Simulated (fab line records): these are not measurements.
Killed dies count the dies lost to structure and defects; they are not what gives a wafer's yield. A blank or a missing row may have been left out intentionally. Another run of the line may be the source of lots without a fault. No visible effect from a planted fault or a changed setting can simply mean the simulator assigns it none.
Lot-split experiment / flow n5 finfet / 7 lots, 21 wafers read, on a route of 1938 steps

ABOUT THE SPLIT
At N5_BEOL_M4_DEP_57 (deposits SiCN from 3MS/NH3, target thk 8 nm, time 14 s), the setting time s was moved away from the recipe's 14 s on 9 of the 21 wafers read, by -8.4% to +9.3%. For the rest of the wafers, this setting stayed at what the recipe calls for.

The reading is taken at the split's own step.

THE READING
SiCN_of_BEOL_M4_DEP_57.thk nm (the simulator's own value, which no gauge read), in nm, at N5_BEOL_M4_DEP_57 (deposits SiCN from 3MS/NH3, target thk 8 nm, time 14 s). There is no usual value for it anywhere in the file. The 12 wafers here that ran the recipe average 8.1 nm, standard deviation 0.15 nm.

wafer=L082.1; tool, chamber at the split=pecvd-01, 0; time s as run, s=14; against the recipe=recipe; SiCN_of_BEOL_M4_DEP_57.thk nm, nm=8.2; against lot-mates on the recipe=-
wafer=L082.4; tool, chamber at the split=pecvd-01, 0; time s as run, s=14; against the recipe=recipe; SiCN_of_BEOL_M4_DEP_57.thk nm, nm=8.2; against lot-mates on the recipe=-
wafer=L082.5; tool, chamber at the split=pecvd-01, 0; time s as run, s=12.82; against the recipe=-8.4%; SiCN_of_BEOL_M4_DEP_57.thk nm, nm=7.6; against lot-mates on the recipe=-0.6
wafer=L081.2; tool, chamber at the split=pecvd-04, 0; time s as run, s=13.38; against the recipe=-4.4%; SiCN_of_BEOL_M4_DEP_57.thk nm, nm=7.6; against lot-mates on the recipe=-0.5
wafer=L081.4; tool, chamber at the split=pecvd-04, 1; time s as run, s=14; against the recipe=recipe; SiCN_of_BEOL_M4_DEP_57.thk nm, nm=8.2; against lot-mates on the recipe=-
wafer=L081.5; tool, chamber at the split=pecvd-04, 2; time s as run, s=14; against the recipe=recipe; SiCN_of_BEOL_M4_DEP_57.thk nm, nm=8; against lot-mates on the recipe=-
wafer=L084.3; tool, chamber at the split=pecvd-02, 0; time s as run, s=14; against the recipe=recipe; SiCN_of_BEOL_M4_DEP_57.thk nm, nm=8; against lot-mates on the recipe=-
wafer=L084.5; tool, chamber at the split=pecvd-02, 1,2; time s as run, s=15.3; against the recipe=+9.3%; SiCN_of_BEOL_M4_DEP_57.thk nm, nm=8.8; against lot-mates on the recipe=+0.8
wafer=L084.6; tool, chamber at the split=pecvd-02, 1,2; time s as run, s=15.3; against the recipe=+9.3%; SiCN_of_BEOL_M4_DEP_57.thk nm, nm=8.8; against lot-mates on the recipe=+0.8
wafer=L088.1; tool, chamber at the split=pecvd-04, 1; time s as run, s=13.47; against the recipe=-3.8%; SiCN_of_BEOL_M4_DEP_57.thk nm, nm=7.8; against lot-mates on the recipe=-0.2
wafer=L088.2; tool, chamber at the split=pecvd-04, 2; time s as run, s=13.47; against the recipe=-3.8%; SiCN_of_BEOL_M4_DEP_57.thk nm, nm=7.6; against lot-mates on the recipe=-0.4
wafer=L088.5; tool, chamber at the split=pecvd-04, 2; time s as run, s=14; against the recipe=recipe; SiCN_of_BEOL_M4_DEP_57.thk nm, nm=8; against lot-mates on the recipe=-
wafer=L090.1; tool, chamber at the split=pecvd-02, 2; time s as run, s=13.34; against the recipe=-4.7%; SiCN_of_BEOL_M4_DEP_57.thk nm, nm=7.6; against lot-mates on the recipe=no lot-mate on the recipe
wafer=L090.2; tool, chamber at the split=pecvd-02, 1; time s as run, s=13.34; against the recipe=-4.7%; SiCN_of_BEOL_M4_DEP_57.thk nm, nm=7.8; against lot-mates on the recipe=no lot-mate on the recipe
wafer=L090.6; tool, chamber at the split=pecvd-02, 1; time s as run, s=13.34; against the recipe=-4.7%; SiCN_of_BEOL_M4_DEP_57.thk nm, nm=8; against lot-mates on the recipe=no lot-mate on the recipe
wafer=L096.1; tool, chamber at the split=pecvd-01, 0; time s as run, s=14; against the recipe=recipe; SiCN_of_BEOL_M4_DEP_57.thk nm, nm=8; against lot-mates on the recipe=-
wafer=L096.2; tool, chamber at the split=pecvd-01, 2; time s as run, s=14; against the recipe=recipe; SiCN_of_BEOL_M4_DEP_57.thk nm, nm=7.8; against lot-mates on the recipe=-
wafer=L096.5; tool, chamber at the split=pecvd-01, 1; time s as run, s=14; against the recipe=recipe; SiCN_of_BEOL_M4_DEP_57.thk nm, nm=8.2; against lot-mates on the recipe=-
wafer=L097.3; tool, chamber at the split=pecvd-01, 1,0; time s as run, s=14; against the recipe=recipe; SiCN_of_BEOL_M4_DEP_57.thk nm, nm=8.2; against lot-mates on the recipe=-
wafer=L097.4; tool, chamber at the split=pecvd-01, 1,0; time s as run, s=14; against the recipe=recipe; SiCN_of_BEOL_M4_DEP_57.thk nm, nm=8.2; against lot-mates on the recipe=-
wafer=L097.6; tool, chamber at the split=pecvd-01, 2; time s as run, s=14; against the recipe=recipe; SiCN_of_BEOL_M4_DEP_57.thk nm, nm=8.4; against lot-mates on the recipe=-
Rows listing several chambers each stand for several wafers; the file does not say which wafer went through which chamber.

THE FIT
A straight line over all 21 wafers: SiCN_of_BEOL_M4_DEP_57.thk nm changes by +0.0747 nm for each +1% of time s; r = +0.90; the points scatter about the line by 0.16 nm.
The same after taking each lot's own level away (the mean of its wafers on the recipe; 18 wafers): +0.0836 nm for each +1%; r = +0.96; scatter 0.1 nm.
Per that fit: largest time s move, reading shift of 0.78 nm.
Measured against the standard deviation above, the lots' own levels, which go from 8.00 to 8.27 nm, span 1.8 times it.
So the lot-to-lot level changes the slope: the two fits differ.
Check: for one of the wafers moved furthest among these (+9.3%), held out of the fit, the line's prediction against its lot-mates is +0.769 nm. It came out at +0.8 nm against them.

THESE WAFERS: OTHER SPLITS
Other splits were also applied to these wafers ahead of the reading. Each is held against what the fit with the lots' levels taken away leaves over:
other split on the same wafers=N5_BEOL_M3_COAT_67 spin rpm; wafers away from the commonest value=8; r with SiCN_of_BEOL_M4_DEP_57.thk nm (lot level and that fit taken away)=-0.05

THE FILE'S OWN FIT
SiCN_of_BEOL_M4_DEP_57.thk nm changes by +0.0828 nm for each +1% of time s, r = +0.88.
